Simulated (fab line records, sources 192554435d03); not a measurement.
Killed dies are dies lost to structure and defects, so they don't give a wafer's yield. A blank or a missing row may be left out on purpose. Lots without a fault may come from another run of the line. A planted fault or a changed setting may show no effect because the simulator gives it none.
Which tool did it? | flow n5_finfet | 7 lots, 19 wafers sampled, at 5 steps of a route of 1938

WHAT THE GAUGES READ, wafer by wafer
N5_BEOL_M4_RC_MEAS_101.
lot  | measured     | on        | DIBL_N (mV/V)
L295 | day 8 23:04  | prober-02 | 33.6 35.1 34.7
L298 | day 9 00:59  | prober-01 | 40.9 38.7 39.4
L301 | day 9 20:41  | prober-01 | 35.0 37.0
L304 | day 10 19:17 | prober-02 | 38.6 39.9 34.0
L312 | day 12 12:32 | prober-01 | 36.9 37.8

WHICH TOOL RAN EACH LOT (tool, then ch and the chambers of the sampled wafers, then the start)
lot  | N5_GATE_CUT_ETCH_36               | N5_GATE_CUT_ETCH_47              | N5_GATE_CUT_CMP_43           | N5_GATE_CUT_CMP_61
L295 | rie_diel-04 ch 0,1, day 5 01:53   | rie_metal-02 ch 0,1, day 5 02:32 | cmp-02 ch 1,2,3, day 5 04:39 | cmp-02 ch 1,2,3, day 5 05:08
L298 | rie_diel-06 ch 1,2, day 5 19:02   | rie_metal-02 ch 0, day 5 19:31   | cmp-02 ch 0,2,3, day 5 21:38 | cmp-02 ch 0,2,3, day 5 22:07
L301 | rie_diel-02 ch 1,3, day 6 11:52   | rie_metal-02 ch 0,1, day 6 12:22 | cmp-01 ch 1,3, day 6 14:33   | cmp-01 ch 1,3, day 6 14:59
L304 | rie_diel-06 ch 0,1, day 7 09:11   | rie_metal-03 ch 0,1, day 7 09:45 | cmp-02 ch 0,3, day 7 11:56   | cmp-02 ch 0,3, day 7 12:22
L306 | rie_diel-04 ch 1,2,3, day 7 20:32 | rie_metal-02 ch 0,1, day 7 21:01 | cmp-02 ch 0,2,3, day 7 23:23 | cmp-02 ch 0,2,3, day 7 23:46
L308 | rie_diel-02 ch 0,2, day 8 06:08   | rie_metal-01 ch 0,1, day 8 06:37 | cmp-02 ch 0,1, day 8 08:44   | cmp-02 ch 0,1, day 8 09:13
L312 | rie_diel-06 ch 0,1, day 9 06:40   | rie_metal-01 ch 0,1, day 9 07:10 | cmp-01 ch 1,3, day 9 09:23   | cmp-01 ch 1,3, day 9 09:49
- N5_GATE_CUT_ETCH_36: etches SiARC in CF4, target depth 13 nm, time 21.7 s.
- N5_GATE_CUT_ETCH_47: etches SiO2 in Cl2/BCl3, target depth 10 nm.
- N5_GATE_CUT_CMP_43: polishes SiO2.
- N5_GATE_CUT_CMP_61: polishes, stops on SiNx, t overpolish 3 s.

THE ANSWER, worked out from the rows above alone
Rule: what is usual is taken from the lots themselves. Put in order of their means at a reading, lots are off if they are a third of the lots or fewer, leave a main group of 4 or more, and stand apart from it by a gap of 3 or more times the standard deviation of the main group's means; of several such gaps the widest counts. A main group whose means are all the same, to the digits that the tables above print for the reading, isn't used. A lot without any number at a reading at which 4 lots or more have one is off too. The other lots that the step has rows for count as sound.
No lot is off at any reading shown: from this, nothing can be told.

WHAT THE SIMULATOR HAD PUT IN
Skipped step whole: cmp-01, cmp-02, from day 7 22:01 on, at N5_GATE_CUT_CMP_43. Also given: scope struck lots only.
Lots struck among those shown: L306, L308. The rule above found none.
